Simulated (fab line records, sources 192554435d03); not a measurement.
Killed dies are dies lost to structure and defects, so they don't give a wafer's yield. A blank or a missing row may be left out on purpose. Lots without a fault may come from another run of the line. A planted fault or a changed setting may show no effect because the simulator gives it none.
fab line records | flow n5_finfet
record lots=10 wafers=25 last_day=17
route steps=1938 shown BEOL_M4@1111 BEOL_M10@1523 BEOL_M11@1536 PASSIVATION@1936
lots that met no fault: from a run of the same line without faults
start_h: hours from the record's first day to the start of the lot's first wafer shown | wait_h: hours since the lot's step before | " the same as in the row above | L1.1+2: a row that stands for several wafers | - no value, or no start given | * or withheld: withheld | < > ~ a bound
route shown NAME@n: a module of which the file shows steps, and the number in the route of the first | usual: mean/standard deviation of fault-free wafers | same: alike in all rows | chamber/n: place in a boat | sites: the reading at each site | _std_site: their standard deviation | _edge_site: outer sites' mean less inner sites' | radius_mm: how far each site lies from the wafer's centre | mask NAME#n: copy n | behind: the tool/chamber that last shaped the wafer | hold: why the lot was held/for how many hours/how that ended | device: the transistor (n, p or np) that didn't switch | end of line: the same wafers' tests at the end of the route | a step without rows: its recipe alone | killed: dies lost to structure and defects at the first sort, not the wafer's yield | map: a wafer's dies, x killed, . not, _ none there
set.NAME: the setting as run; set.NAME@STEP: as run at that earlier step | model.NAME: the simulator's own value behind a step, which no gauge read
steps of the route over a sample of lots; a table a step, a row a wafer
services: from which hour (start_h, from the record's first day; less than 0 if before it) a tool's chamber was out of use, for how many hours, and why
## steps
# step N5_BEOL_M4_RC_MEAS_101
# usual DIBL_N=37.2/1.9 DIBL_P=37.3/2.2 IOFF_N=0.18/0.038 IOFF_P=0.22/0.039 ION_N=678/11 ION_P=462/6.9 SS_N=71.8/0.68 SS_P=73.5/0.65 VT_N=249/3.4 VT_P=-250/3.2
# columns lot.wafer tool chamber start_h wait_h DIBL_N[mV/V] DIBL_P[mV/V] IOFF_N[nA/um] IOFF_P[nA/um] ION_N[uA/um] ION_P[uA/um] SS_N[mV/dec] SS_P[mV/dec] VT_N[mV] VT_P[mV]
L971.2 prober-01 0 178.96 0.2 39.7 40.5 0.22 0.25 690 461 72.7 73.3 246 -250
L971.3 " 0 " " 36.8 36.0 0.15 0.18 654 450 71.7 73.0 254 -252
L971.6 " 0 " " 35.2 35.4 0.14 0.17 673 455 72.3 72.4 251 -254
L974.2 prober-02 0 193.29 0.2 37.6 37.9 0.18 0.26 673 465 71.8 73.4 248 -248
L974.3 " 0 " " 39.2 37.8 0.22 0.26 693 466 72.8 73.0 245 -245
L974.4 " 0 " " 36.5 35.9 0.16 0.22 664 460 72.1 73.3 251 -249
L978.4 prober-02 0 218.07 0.5 40.0 40.3 0.22 0.25 683 464 72.9 73.4 249 -250
L978.5 " 0 " " 40.3 41.6 0.21 0.26 684 466 71.8 73.6 246 -247
L982.3 prober-01 0 246.02 0.3 38.0 38.1 0.18 0.26 671 472 71.6 73.5 247 -246
L982.4 " 0 " " 33.4 33.2 0.11 0.19 660 463 70.6 72.5 254 -251
L982.5 " 0 " " 35.4 34.7 0.14 0.20 677 464 70.8 72.5 252 -247
L989.2 prober-01 0 281.17 0.2 41.3 41.9 0.26 0.31 689 467 73.0 75.0 244 -247
L989.4 " 0 " " 36.6 35.3 0.16 0.20 687 473 70.9 74.0 247 -249
L990.1 prober-01 0 291.84 0.0 37.6 35.7 0.16 0.21 677 463 71.9 73.2 249 -249
L990.3 " 0 " " 37.7 35.5 0.17 0.21 670 457 72.4 73.9 247 -250
L991.1 prober-02 0 292.55 0.2 36.8 35.1 0.17 0.22 677 458 71.2 73.7 248 -248
L991.3 " 0 " " 36.7 36.2 0.17 0.24 682 469 72.7 73.2 248 -248
L988.1 prober-01 0 300.26 0.0 40.8 40.5 0.26 0.34 694 478 73.6 74.5 240 -242
L988.3 " 0 " " 40.6 41.8 0.24 0.37 676 473 72.8 75.4 243 -241
L992.3 prober-02 0 300.65 0.3 36.7 38.0 0.19 0.22 684 462 71.4 73.8 247 -250
L992.4 " 0 " " 37.6 39.6 0.22 0.26 690 462 72.2 73.6 247 -249
L992.6 " 0 " " 36.4 37.7 0.18 0.22 685 462 72.3 73.1 248 -250
L993.2 prober-01 0 301.36 0.2 37.2 40.0 0.18 0.22 668 452 72.0 74.4 250 -251
L993.4 " 0 " " 37.0 39.2 0.17 0.20 673 461 72.1 73.6 250 -255
L993.6 " 0 " " 35.9 37.1 0.14 0.17 655 445 72.4 73.8 254 -255
# step N5_BEOL_M10_PRE_CLEAN_45
# recipe gas=H2/He time_s=30 temp_c=250
# usual heater_power_w=334/26 susceptor_temp_C=249.99/0.19
# columns lot.wafer tool chamber start_h wait_h heater_power_w susceptor_temp_C
L971.2 pvd_sputter-01 - 227.44 0.0 320 249.76
L971.3 " - " " 292 250.01
L971.6 " - " " 355 249.67
L974.2 pvd_sputter-03 - 243.80 0.0 339 249.82
L974.3 " - " " 335 250.19
L974.4 " - " " 326 249.85
L978.4 pvd_sputter-03 - 276.86 0.0 339 249.75
L978.5 " - " " 303 250.06
L982.3 pvd_sputter-01 - 296.20 0.0 364 250.24
L982.4 " - " " 299 249.89
L982.5 " - " " 329 250.40
L989.2 pvd_sputter-03 - 337.92 0.0 332 250.49
L989.4 " - " " 338 250.08
L991.1 pvd_sputter-03 - 347.24 0.0 309 250.03
L991.3 " - " " 334 250.14
L990.1 pvd_sputter-01 - 348.14 0.0 362 250.08
L990.3 " - " " 361 249.94
L988.1 pvd_sputter-01 - 350.93 0.0 333 250.08
L988.3 " - " " 366 249.80
L992.3 pvd_sputter-01 - 351.18 0.0 357 249.87
L992.4 " - " " 314 250.04
L992.6 " - " " 291 250.18
L993.2 pvd_sputter-01 - 361.73 0.0 352 250.16
L993.4 " - " " 372 250.24
L993.6 " - " " 319 250.00
# step N5_BEOL_M10_ALD_74
# recipe material=TaN target_thk_a=20 temp_c=275 ald_precursor_family=PDMAT ald_co_reactant=NH3 pressure_torr=3 carrier_flow_sccm=1500 pulse_time_s=2 purge_time_s=3 co_reactant_purge_time_s=2 co_reactant_pulse_time_s=3 ald_cycles=40 precursor_vessel_temp_c=75 precursor_vessel_pressure_torr=26.25 precursor_vessel_carrier_sccm=1000
# usual heater_power_w=415/63 susceptor_temp_C=275.01/0.18
# columns lot.wafer tool chamber start_h wait_h heater_power_w susceptor_temp_C
L971.2 ald_metal-03 0 227.69 0.2 486 274.82
L971.3 " 3 " " 438 275.04
L971.6 " 1 " " 447 274.94
L974.2 ald_metal-04 1 243.86 0.0 462 275.15
L974.3 " 0 " " 536 274.95
L974.4 " 2 " " 327 275.23
L978.4 ald_metal-04 2 276.92 0.0 336 275.07
L978.5 " 2 " " 348 275.06
L982.3 ald_metal-01 1 296.29 0.1 335 275.08
L982.4 " 2 " " 465 275.00
L982.5 " 1 " " 339 274.84
L989.2 ald_metal-04 1 338.15 0.2 450 274.98
L989.4 " 0 " " 544 274.99
L991.1 ald_metal-04 2 347.30 0.0 338 274.73
L991.3 " 0 " " 528 274.94
L990.1 ald_metal-04 0 348.27 0.1 538 274.92
L990.3 " 2 " " 344 275.06
L988.1 ald_metal-04 3 351.02 0.1 363 275.30
L988.3 " 0 " " 541 275.01
L992.3 ald_metal-01 2 351.34 0.1 393 274.99
L992.4 " 1 " " 341 274.79
L992.6 " 1 " " 336 274.72
L993.2 ald_metal-03 2 361.79 0.0 373 275.07
L993.4 " 3 " " 428 274.98
L993.6 " 2 " " 361 274.95
# step N5_BEOL_M10_SPUTTER_48
# recipe material=Cu target_thk_a=120 temp_c=-20 bias_v=60 power_w=26000 chamber_pressure_pa=0.13 time_s=2
# usual susceptor_temp_C=-20.00/0.11 throttle_valve_pct=30.0/1.3
# columns lot.wafer tool chamber start_h wait_h susceptor_temp_C throttle_valve_pct
L971.2 pvd_sputter-02 - 228.29 0.2 -19.98 30.6
L971.3 " - " " -20.08 27.3
L971.6 " - " " -20.05 30.9
L974.2 pvd_sputter-03 - 245.84 1.4 -19.81 30.7
L974.3 " - " " -19.84 29.8
L974.4 " - " " -20.08 31.1
L978.4 pvd_sputter-03 - 277.56 0.1 -19.79 30.1
L978.5 " - " " -19.80 29.8
L982.3 pvd_sputter-03 - 296.99 0.2 -19.99 30.7
L982.4 " - " " -20.00 29.8
L982.5 " - " " -20.05 30.2
L989.2 pvd_sputter-01 - 338.86 0.1 -19.97 30.0
L989.4 " - " " -20.02 29.6
L991.1 pvd_sputter-02 - 347.87 0.1 -19.92 27.6
L991.3 " - " " -20.13 30.6
L990.1 pvd_sputter-02 - 349.58 0.8 -20.18 31.2
L990.3 " - " " -20.01 27.2
L988.1 pvd_sputter-01 - 351.76 0.2 -19.89 30.0
L988.3 " - " " -20.06 29.9
L992.3 pvd_sputter-03 - 352.35 0.5 -20.11 30.0
L992.4 " - " " -20.10 30.5
L992.6 " - " " -19.93 30.7
L993.2 pvd_sputter-03 - 362.50 0.1 -19.95 31.1
L993.4 " - " " -19.89 30.2
L993.6 " - " " -20.00 31.3
# step N5_BEOL_M11_ILD_DEP_00
# recipe material=SiCOH_lowk target_thk_a=3085.1 temp_c=300 precursor=DEMS/porogen pressure_torr=5 rf_w=500 time_s=58
# usual heater_power_w=322/56 run_length_s=101.1/0.53 showerhead_plenum_p_Torr=5.740/0.017 susceptor_temp_C=300.00/0.18 throttle_valve_pct=14.1/0.68
# columns lot.wafer tool chamber start_h wait_h heater_power_w run_length_s showerhead_plenum_p_Torr susceptor_temp_C throttle_valve_pct
L971.2 pecvd-01 0 229.71 0.0 385 101.1 5.726 300.10 14.1
L971.3 " 0 " " 393 100.9 5.739 299.88 14.1
L971.6 " 2 " " 357 101.4 5.743 299.75 13.5
L974.2 pecvd-01 2 246.86 0.0 342 102.0 5.771 299.71 13.6
L974.3 " 2 " " 349 101.6 5.747 300.07 13.5
L974.4 " 0 " " 310 100.7 5.735 299.83 14.0
L978.4 pecvd-03 2 278.61 0.1 317 101.5 5.699 299.62 13.6
L978.5 " 0 " " 346 101.1 5.703 300.10 14.0
L982.3 pecvd-01 2 299.00 0.1 364 101.5 5.758 299.99 12.5
L982.4 " 1 " " 330 100.4 5.754 299.92 14.9
L982.5 " 1 " " 329 100.9 5.762 299.90 14.9
L989.2 pecvd-03 2 340.07 0.0 281 101.2 5.728 299.81 14.0
L989.4 " 2 " " 284 101.5 5.712 299.88 13.9
L991.1 pecvd-01 0 349.06 0.0 380 100.7 5.737 300.14 14.4
L991.3 " 1 " " 294 140.5 5.768 300.00 14.9
L990.1 pecvd-01 0 350.60 0.0 399 101.0 5.736 299.90 14.4
L990.3 " 1 " " 337 140.1 5.753 300.29 15.1
L988.1 pecvd-01 1 352.77 0.0 330 100.8 5.753 300.12 15.2
L988.3 " 0 " " 347 140.9 5.746 300.41 14.2
L992.3 pecvd-03 1 353.45 0.0 299 101.3 5.760 299.95 14.8
L992.4 " 0 " " 328 101.4 5.722 299.99 14.1
L992.6 " 2 " " 317 101.1 5.717 300.20 13.7
L993.2 pecvd-02 1 363.84 0.0 194 100.3 5.754 299.92 13.8
L993.4 " 2 " " 333 101.5 5.728 299.99 14.0
L993.6 " 1 " " 197 100.3 5.730 299.97 14.0
# step N5_BEOL_M11_THK_MEAS_01
# recipe reads=SiCOH_lowk_of_BEOL_M11_ILD_DEP_00
# usual M11_ILD_THK=268/3.3
# columns lot.wafer tool chamber start_h wait_h M11_ILD_THK[nm]
L971.2 film_metro-01 - 230.33 0.4 266
L971.3 " - " " 269
L971.6 " - " " 267
L974.2 film_metro-01 - 247.75 0.4 260
L974.3 " - " " 267
L974.4 " - " " 268
L978.4 film_metro-01 - 279.17 0.2 268
L978.5 " - " " 269
L982.3 film_metro-02 - 299.59 0.3 271
L982.4 " - " " 274
L982.5 " - " " 275
L989.2 film_metro-01 - 340.67 0.4 266
L989.4 " - " " 269
L991.1 film_metro-01 - 349.65 0.4 266
L991.3 " - " " 450
L990.1 film_metro-01 - 351.21 0.4 269
L990.3 " - " " 450
L988.1 film_metro-01 - 353.36 0.4 268
L988.3 " - " " 454
L992.3 film_metro-02 - 354.05 0.3 261
L992.4 " - " " 272
L992.6 " - " " 267
L993.2 film_metro-01 - 364.43 0.4 266
L993.4 " - " " 271
L993.6 " - " " 264
# step N5_PASSIVATION_PROBE_49
# usual defect_limited_yield=91.2/1.6 killed_at_M0_to_M3=31/10 killed_at_M4_up=14/4.4 killed_at_contacts=13/6 killed_at_front_end=43/13 killed_at_other=3.5/2.6 killed_dies=104/18 killed_on_rim=14/4.6 killed_open=68/14 killed_short=34/8.1 sort_bin_4_leakage=0.01/0.073 sort_bin_5_function=5.1/1.1 sort_bin_6_memory=3.3/0.68 sort_n_pass=1076/18 sort_yield_pct=91.2/1.6
# same gross_dies=1180 killed_at_back_side=0 sort_bin_8_speed[%]=0
# columns lot.wafer tool chamber start_h wait_h defect_limited_yield[%] killed_at_M0_to_M3 killed_at_M4_up killed_at_contacts killed_at_front_end killed_at_other killed_dies killed_on_rim killed_open killed_short sort_bin_4_leakage[%] sort_bin_5_function[%] sort_bin_6_memory[%] sort_n_pass sort_yield_pct[%]
L971.2 prober-01 - 278.32 0.1 91.7 32 5 5 49 7 98 13 56 42 0 4.8 3.1 1082 91.7
L971.3 prober-01 - 278.37 0.1 89.7 38 13 11 50 10 122 14 68 52 0 6.6 3.5 1058 89.7
L971.6 prober-01 - 278.52 0.3 91.7 26 12 11 42 7 98 14 62 35 0 5.2 2.8 1082 91.7
L974.2 prober-02 - 292.30 0.1 95.0 18 7 6 27 1 59 8 41 17 0 2.6 2.3 1121 95.0
L974.3 prober-02 - 292.35 0.1 93.2 28 9 12 26 5 80 10 51 29 0.08 3.6 3.1 1099 93.1
L974.4 prober-02 - 292.40 0.2 93.6 29 10 9 23 4 75 10 45 29 0 3.9 2.1 1105 93.6
L978.4 prober-02 - 327.78 0.2 91.2 31 13 12 45 3 104 11 61 42 0 5.2 3.2 1076 91.2
L978.5 prober-02 - 327.83 0.2 89.5 31 8 16 67 2 124 18 76 40 0 4.9 4.7 1056 89.5
L982.3 prober-01 - 345.02 0.1 90.6 36 18 13 35 9 111 16 73 38 0 5.6 3.4 1069 90.6
L982.4 prober-01 - 345.07 0.2 91.9 21 17 14 39 4 95 12 58 37 0 4.2 3.6 1085 91.9
L982.5 prober-01 - 345.12 0.2 90.4 37 18 13 42 3 113 14 81 32 0 5.4 4.0 1067 90.4
L989.2 prober-02 - 394.75 0.1 90.6 31 14 16 50 0 111 22 66 44 0.08 5.9 2.9 1068 90.5
L989.4 prober-02 - 394.85 0.2 90.6 40 12 23 35 1 111 19 71 35 0 5.4 3.2 1069 90.6
L990.1 prober-01 - 400.99 0.0 89.9 24 12 23 59 1 119 13 76 36 0 5.8 3.6 1061 89.9
L990.3 prober-01 - 401.09 0.1 0 37 1104 8 29 2 1180 152 59 30 0 97.1 2.5 0 0
L991.1 prober-01 - 406.19 0.5 91.6 19 5 17 52 6 99 14 59 38 0 4.7 3.5 1081 91.6
L991.3 prober-01 - 406.29 0.6 0 44 1053 27 54 2 1180 152 106 42 0 94.8 4.8 0 0
L988.1 prober-01 - 409.38 0.0 93.1 29 13 17 22 1 82 17 47 27 0.08 3.1 2.9 1097 93.0
L988.3 prober-01 - 409.48 0.1 0 35 1102 19 24 0 1180 152 68 23 0 96.9 2.8 0 0
L992.3 prober-02 - 411.88 0.1 93.2 16 17 6 41 0 80 6 58 22 0 4.5 2.1 1100 93.2
L992.4 prober-02 - 411.93 0.2 93.4 15 15 8 39 1 78 9 50 28 0 3.3 3.1 1102 93.4
L992.6 prober-02 - 412.03 0.3 93.1 22 10 12 35 2 81 8 49 32 0 3.2 3.4 1099 93.1
L993.2 prober-01 - 413.81 0.1 89.4 44 11 8 60 2 125 19 86 38 0 6.3 4.1 1055 89.4
L993.4 prober-01 - 413.91 0.2 91.3 38 11 15 39 0 103 13 74 26 0 5.3 3.2 1077 91.3
L993.6 prober-01 - 414.01 0.3 91.1 37 9 10 49 0 105 11 71 33 0 4.4 3.9 1075 91.1
# killed by level:class
L971.2 FIN_SAQP:geometric_particle:open=15 BEOL_M0_SAQP:geometric_particle:short=12 FIN_SAQP:geometric_particle:short=11 BEOL_M3:geometric_particle:open=7 BEOL_M0_SAQP:geometric_particle:open=6 STARTING-WAFER:geometric_particle:short=6 DUMMY_GATE:geometric_particle:open=5 MOL_CONTACT_COAG:geometric_particle:open=4
L971.3 FIN_SAQP:geometric_particle:short=20 BEOL_M0_SAQP:geometric_particle:open=10 BEOL_M3:geometric_particle:open=10 MOL_CONTACT_COAG:geometric_particle:open=9 FIN_SAQP:geometric_particle:open=8 STI_FIN_REVEAL:geometric_particle:open=7 BEOL_M4:geometric_particle:open=7 BEOL_M3:geometric_particle:short=6
L971.6 FIN_SAQP:geometric_particle:short=12 FIN_SAQP:geometric_particle:open=11 MOL_CONTACT_COAG:geometric_particle:open=9 BEOL_M3:geometric_particle:open=7 STI_FIN_REVEAL:geometric_particle:open=6 BEOL_M0_SAQP:geometric_particle:open=5 BEOL_M0_SAQP:geometric_particle:short=5 BEOL_M7:geometric_particle:open=5
L974.2 DUMMY_GATE:geometric_particle:open=9 BEOL_M0_SAQP:geometric_particle:open=6 MOL_CONTACT_COAG:geometric_particle:open=5 BEOL_M3:geometric_particle:open=5 FIN_SAQP:geometric_particle:open=4 BEOL_M0_SAQP:geometric_particle:short=3 BEOL_M5:geometric_particle:open=3 FIN_SAQP:geometric_particle:short=2
L974.3 MOL_CONTACT_COAG:geometric_particle:open=11 BEOL_M3:geometric_particle:open=8 BEOL_M0_SAQP:geometric_particle:short=6 FIN_SAQP:geometric_particle:open=4 FIN_SAQP:geometric_particle:short=4 STARTING-WAFER:geometric_particle:open=4 GATE_CUT:geometric_particle:short=4 BEOL_M2:geometric_particle:open=4
L974.4 BEOL_M0_SAQP:geometric_particle:short=11 MOL_CONTACT_COAG:geometric_particle:open=8 DUMMY_GATE:geometric_particle:open=6 BEOL_M5:geometric_particle:open=6 BEOL_M0:geometric_particle:open=5 FIN_SAQP:geometric_particle:short=4 STI_FIN_REVEAL:geometric_particle:open=4 BEOL_M2:geometric_particle:open=4
L978.4 MOL_CONTACT_COAG:geometric_particle:open=10 FIN_SAQP:geometric_particle:short=9 BEOL_M3:geometric_particle:open=9 ILD0:geometric_particle:short=8 BEOL_M4:geometric_particle:open=8 BEOL_M0_SAQP:geometric_particle:short=7 STI_FIN_REVEAL:geometric_particle:open=6 FIN_SAQP:geometric_particle:open=5
L978.5 STI_FIN_REVEAL:geometric_particle:open=17 FIN_SAQP:geometric_particle:short=16 MOL_CONTACT_COAG:geometric_particle:open=11 BEOL_M0_SAQP:geometric_particle:short=11 FIN_SAQP:geometric_particle:open=10 BEOL_M1:geometric_particle:open=7 BEOL_M0_SAQP:geometric_particle:open=6 HKMG_FIN:area_etch=6
L982.3 MOL_CONTACT_COAG:geometric_particle:open=11 BEOL_M4:geometric_particle:open=10 BEOL_M2:geometric_particle:open=10 FIN_SAQP:geometric_particle:short=7 FIN_SAQP:geometric_particle:open=6 STI_FIN_REVEAL:geometric_particle:open=6 BEOL_M1:geometric_particle:open=6 PASS1_CAP:geometric_particle:short=5
L982.4 BEOL_M4:geometric_particle:open=11 MOL_CONTACT_COAG:geometric_particle:open=10 FIN_SAQP:geometric_particle:short=9 BEOL_M2:geometric_particle:short=8 FIN_SAQP:geometric_particle:open=6 STARTING-WAFER:geometric_particle:short=6 STI_FIN_REVEAL:geometric_particle:open=5 MOL_CONTACT_COAG:geometric_particle:short=4
L982.5 MOL_CONTACT_COAG:geometric_particle:open=13 FIN_SAQP:geometric_particle:short=12 FIN_SAQP:geometric_particle:open=11 BEOL_M1:geometric_particle:open=11 BEOL_M4:geometric_particle:open=9 STI_FIN_REVEAL:geometric_particle:open=6 BEOL_M0_SAQP:geometric_particle:open=6 BEOL_M2:geometric_particle:open=5
L989.2 MOL_CONTACT_COAG:geometric_particle:open=12 BEOL_M2:geometric_particle:open=10 STI_FIN_REVEAL:geometric_particle:open=8 DUMMY_GATE:geometric_particle:open=7 FIN_SAQP:geometric_particle:short=6 FIN_SAQP:geometric_particle:open=6 BEOL_M4:geometric_particle:open=6 STARTING-WAFER:geometric_particle:short=6
L989.4 MOL_CONTACT_COAG:geometric_particle:open=19 BEOL_M2:geometric_particle:open=9 GATE_CUT:geometric_particle:open=6 BEOL_M0_SAQP:geometric_particle:open=6 BEOL_M1:geometric_particle:open=6 FIN_SAQP:geometric_particle:short=5 DUMMY_GATE:geometric_particle:open=5 BEOL_M0_SAQP:geometric_particle:short=5
L990.1 MOL_CONTACT_COAG:geometric_particle:open=19 FIN_SAQP:geometric_particle:short=17 FIN_SAQP:geometric_particle:open=11 BEOL_M2:geometric_particle:open=9 GATE_CUT:geometric_particle:short=8 BEOL_M0:geometric_particle:open=6 HKMG_FIN:area_etch=6 STI_FIN_REVEAL:geometric_particle:open=5
L990.3 BEOL_M11:area_etch=1091 BEOL_M0_SAQP:geometric_particle:open=10 BEOL_M0_SAQP:geometric_particle:short=8 FIN_SAQP:geometric_particle:short=7 MOL_CONTACT_COAG:geometric_particle:open=7 FIN_SAQP:geometric_particle:open=6 BEOL_M3:geometric_particle:open=6 BEOL_M2:geometric_particle:open=5
L991.1 STI_FIN_REVEAL:geometric_particle:open=10 MOL_CONTACT_COAG:geometric_particle:open=10 FIN_SAQP:geometric_particle:open=9 FIN_SAQP:geometric_particle:short=8 MOL_CONTACT_COAG:geometric_particle:short=7 GATE_CUT:geometric_particle:short=6 BEOL_M1:geometric_particle:open=6 DUMMY_GATE:geometric_particle:open=4
L991.3 BEOL_M11:area_etch=1030 MOL_CONTACT_COAG:geometric_particle:open=23 FIN_SAQP:geometric_particle:short=13 BEOL_M0_SAQP:geometric_particle:open=12 BEOL_M4:geometric_particle:open=12 FIN_SAQP:geometric_particle:open=10 BEOL_M1:geometric_particle:open=9 BEOL_M2:geometric_particle:open=9
L988.1 MOL_CONTACT_COAG:geometric_particle:open=13 BEOL_M2:geometric_particle:open=6 FIN_SAQP:geometric_particle:short=5 BEOL_M0_SAQP:geometric_particle:open=5 BEOL_M0_SAQP:geometric_particle:short=5 BEOL_M3:geometric_particle:open=5 HKMG_FIN:area_etch=5 FIN_SAQP:geometric_particle:open=4
L988.3 BEOL_M11:area_etch=1087 MOL_CONTACT_COAG:geometric_particle:open=18 BEOL_M2:geometric_particle:open=9 BEOL_M0_SAQP:geometric_particle:open=6 BEOL_M0_SAQP:geometric_particle:short=6 BEOL_M1:geometric_particle:open=4 BEOL_M3:geometric_particle:open=4 BEOL_M4:geometric_particle:open=4
L992.3 FIN_SAQP:geometric_particle:open=10 BEOL_M4:geometric_particle:open=7 FIN_SAQP:geometric_particle:short=6 MOL_CONTACT_COAG:geometric_particle:open=5 STI_FIN_REVEAL:geometric_particle:open=5 DUMMY_GATE:geometric_particle:open=5 BEOL_M3:geometric_particle:open=5 BEOL_M0_SAQP:geometric_particle:open=4
L992.4 FIN_SAQP:geometric_particle:short=8 STI_FIN_REVEAL:geometric_particle:open=8 DUMMY_GATE:geometric_particle:open=7 GATE_CUT:geometric_particle:short=7 MOL_CONTACT_COAG:geometric_particle:open=6 BEOL_M3:geometric_particle:open=5 BEOL_M4:geometric_particle:open=5 BEOL_M1:geometric_particle:open=4
L992.6 DUMMY_GATE:geometric_particle:open=9 BEOL_M0_SAQP:geometric_particle:short=8 FIN_SAQP:geometric_particle:open=7 MOL_CONTACT_COAG:geometric_particle:open=7 FIN_SAQP:geometric_particle:short=6 BEOL_M0_SAQP:geometric_particle:open=6 MOL_CONTACT_COAG:geometric_particle:short=5 STI_FIN_REVEAL:geometric_particle:open=4
L993.2 FIN_SAQP:geometric_particle:open=16 STI_FIN_REVEAL:geometric_particle:open=16 BEOL_M2:geometric_particle:open=16 FIN_SAQP:geometric_particle:short=8 MOL_CONTACT_COAG:geometric_particle:open=7 BEOL_M1:geometric_particle:open=7 BEOL_M1:geometric_particle:short=7 BEOL_M2:geometric_particle:short=6
L993.4 BEOL_M1:geometric_particle:open=15 MOL_CONTACT_COAG:geometric_particle:open=14 BEOL_M2:geometric_particle:open=9 FIN_SAQP:geometric_particle:open=8 BEOL_M4:geometric_particle:open=5 STI_FIN_REVEAL:geometric_particle:open=5 DUMMY_GATE:geometric_particle:open=4 STARTING-WAFER:geometric_particle:short=4
L993.6 STI_FIN_REVEAL:geometric_particle:open=14 DUMMY_GATE:geometric_particle:open=12 BEOL_M0_SAQP:geometric_particle:open=10 MOL_CONTACT_COAG:geometric_particle:open=7 BEOL_M1:geometric_particle:open=7 BEOL_M2:geometric_particle:open=6 BEOL_M0_SAQP:geometric_particle:short=5 BEOL_M3:geometric_particle:open=5
## services
# columns tool chamber start_h hours kind
pecvd-03 1 209.81 6.0 repair
ald_metal-03 3 217.44 6.0 repair
ald_metal-01 - 232.15 4.6 repair
pecvd-03 - 243.34 1.2 repair
pecvd-01 - 250.03 3.0 repair
ald_metal-01 2 251.76 6.0 repair
ald_metal-03 3 252.84 10.5 repair
pvd_sputter-01 - 254.97 2.7 repair
pecvd-01 2 257.90 - clean
pecvd-01 2 257.90 - consumable_replace:showerhead
pecvd-01 2 257.90 29.0 scheduled_down
pecvd-01 2 257.90 29.0 vent_cycle
pecvd-01 - 262.76 8.9 repair
ald_metal-03 - 285.15 2.8 pm
pecvd-01 0 293.90 16.5 scheduled_down
pecvd-01 2 310.40 5.5 scheduled_down
ald_metal-03 0 316.57 10.4 repair
ald_metal-01 - 337.25 14.0 pm
ald_metal-01 0 337.25 14.0 vent_cycle
ald_metal-01 1 337.25 14.0 vent_cycle
ald_metal-01 2 337.25 14.0 vent_cycle
ald_metal-01 3 337.25 14.0 vent_cycle
ald_metal-03 - 342.59 1.0 repair
pvd_sputter-02 - 357.37 4.9 repair
## key
first_sign step=N5_BEOL_M11_ILD_DEP_00 reading=run_length_s direction=up sigmas=75 usual=* struck=*
effect step=N5_BEOL_M11_THK_MEAS_01 reading=M11_ILD_THK direction=up sigmas=56 usual=268 struck=451
effect step=N5_PASSIVATION_PROBE_49 reading=killed_at_M4_up direction=up sigmas=99+ usual=14 struck=1086
more_kills_born_at N5_BEOL_M11_ETCH_41@rie_diel-05=2117 N5_BEOL_M11_ETCH_41@rie_diel-06=1091
met_at N5_BEOL_M11_ILD_DEP_00
struck_lots L988,L990,L991
struck_wafers L988.3,L990.3,L991.3
later_rows_left_out L988.3,L990.3,L991.3
not_acting_at N5_BEOL_M10_PRE_CLEAN_45,N5_BEOL_M10_ALD_74,N5_BEOL_M10_SPUTTER_48
onset_between 299.00 349.06
fault kind=process_parameter_drift tool=pecvd-01 chamber=- onset_h=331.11 steps=N5_BEOL_M11_ILD_DEP_00 channel=time_s offset=* shape=step end_h=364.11 scope=struck_wafers_only acts_in=* stated=*
# later_rows_left_out: the simulator's readings of these wafers behind a module that went badly wrong aren't trusted and aren't shown, but for the sort
